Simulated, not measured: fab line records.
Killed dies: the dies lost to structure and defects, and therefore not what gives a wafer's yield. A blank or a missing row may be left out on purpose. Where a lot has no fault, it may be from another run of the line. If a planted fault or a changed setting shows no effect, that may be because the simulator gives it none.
Commonality check across tools | flow nandHarc | 6 wafers sampled across 2 lots

== THE REASON FOR OPENING IT ==
At NHARC_END_SORT_01 the reading killedAtPeriphery is flagged on 2 of 2 lots. Fault-free wafers read 3.9, with a standard deviation of 2.6.
Rule: a lot is flagged when every wafer of it that has a number lies more than 4 standard deviations from that mean, or none has a number. All remaining lots are regarded as sound.

lot  | measured     | on        | killedAtPeriphery, wafer by wafer | flag
L475 | day 23 15:46 | prober-01 | 115 125 120                       | FLAGGED
L479 | day 24 08:17 | prober-02 | 74 96 94                          | FLAGGED
Average over the flagged lots: 104.0; offset from the usual +100.1, equal to +38 standard deviations.

== WHICH TOOL EACH LOT WENT THROUGH ==
2 process steps preceding the reading are held in the record, out of 1159 steps in the route. In each cell: the tool, then ch and the chambers that the sampled wafers went through, then the start.
lot  | flag    | NHARC_P_ZERO_WELL_EXPOSE_34     | NHARC_THIN_TSV_STRIP_45
L475 | FLAGGED | krfScanner-02 ch 0, day 5 16:08 | plasmaAsher-02 ch 0,1, day 22 23:56
L479 | FLAGGED | krfScanner-02 ch 0, day 6 16:05 | plasmaAsher-01 ch 0,1, day 23 10:47
What is done by these steps:
- NHARC_P_ZERO_WELL_EXPOSE_34: exposes mask P PWELL, target cd 720 nm.
- NHARC_THIN_TSV_STRIP_45: strips in O2.
- NHARC_END_SORT_01

== FLAGGED OVER TOTAL, TOOL BY TOOL (the gauges that took the reading come last) ==
step                        | tool           | lots run | flagged | share of the flagged lots | sound lots run after its first flagged lot
NHARC_P_ZERO_WELL_EXPOSE_34 | krfScanner-02  | 2        | 2       | all                       | 0
NHARC_THIN_TSV_STRIP_45     | plasmaAsher-01 | 1        | 1       | some                      | 0
NHARC_THIN_TSV_STRIP_45     | plasmaAsher-02 | 1        | 1       | some                      | 0
NHARC_END_SORT_01           | prober-01      | 1        | 1       | some                      | 0
NHARC_END_SORT_01           | prober-02      | 1        | 1       | some                      | 0

== THE TABLE: WHAT IT ALLOWS ==
All flagged lots share 1 row of the table, namely krfScanner-02 at NHARC_P_ZERO_WELL_EXPOSE_34.
- krfScanner-02 at NHARC_P_ZERO_WELL_EXPOSE_34 ran 2 lots, 2 of them flagged. It ran no sound lot before its first flagged lot in this sample, so the start can't be narrowed down.
Left over: one tool, krfScanner-02 at NHARC_P_ZERO_WELL_EXPOSE_34.

== WHAT THE SIMULATOR HAD INSERTED ==
Scanner matching overlay: krfScanner-02, from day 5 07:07 on, at NHARC_P_ZERO_WELL_EXPOSE_34. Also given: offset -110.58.
Shown lots that were struck: L475, L479. The rule given above showed the same thing.
